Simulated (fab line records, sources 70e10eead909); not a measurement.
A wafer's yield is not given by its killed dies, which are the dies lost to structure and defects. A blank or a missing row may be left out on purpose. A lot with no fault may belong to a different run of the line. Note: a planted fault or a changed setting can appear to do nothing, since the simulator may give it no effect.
Chamber matching ; flow nand-harc ; NHARC_A_STAIRCASE_TRIM_220 on rie-diel-04 has 4 sister chambers
The step chemistry O2, time 211.2 s. 8 wafers are shown with their chamber, then 11 later ones without.

== WAFERS, EACH WITH ITS CHAMBER ==
wafer;chamber;drypump-motor-current-A (A);showerhead-plenum-p-Torr (Torr)
L085.2;0;6.7;3.59
L085.4;1;4.7;3.53
L085.1;3;5.6;3.33
L085.5;3;5.6;3.33
L088.1;2;5.6;3.57
L088.3;0;6.7;3.58
L088.4;1;4.6;3.52
L090.1;2;5.6;3.57

== WAFERS WITHOUT THEIR CHAMBER ==
wafer;drypump-motor-current-A (A);showerhead-plenum-p-Torr (Torr)
L090.2;4.7;3.52
L090.4;6.7;3.58
L092.2;5.6;3.57
L092.4;4.7;3.52
L092.5;6.7;3.58
L096.1;5.6;3.57
L096.5;5.6;3.57
L096.6;5.6;3.31
L095.1;5.6;3.31
L095.4;5.6;3.57
L095.6;4.7;3.51

== EACH ONE'S CHAMBER ==
wafer;from the rows above;in truth
L090.2;1;1
L090.4;0;0
L092.2;2;2
L092.4;1;1
L092.5;0;0
L096.1;2;2
L096.5;2;2
L096.6;3;3
L095.1;3;3
L095.4;2;2
L095.6;1;1
11 of 11 placed correctly. Can't be placed from these rows: 0. Number placed wrongly: 0.
How it was worked out, from the rows above alone: a wafer's distance from a chamber is the root of the sum, over the readings, of the square of ((its reading less the chamber's mean) divided by the reading's scatter). The wafer belongs to the nearest chamber; if the next one is less than 2 further off, it can't be placed. Each chamber's mean is taken over the wafers shown for it. The scatter is the square root of a quotient: the sum, over the shown wafers, of each reading's squared deviation from its chamber's mean, divided by wafers minus chambers.
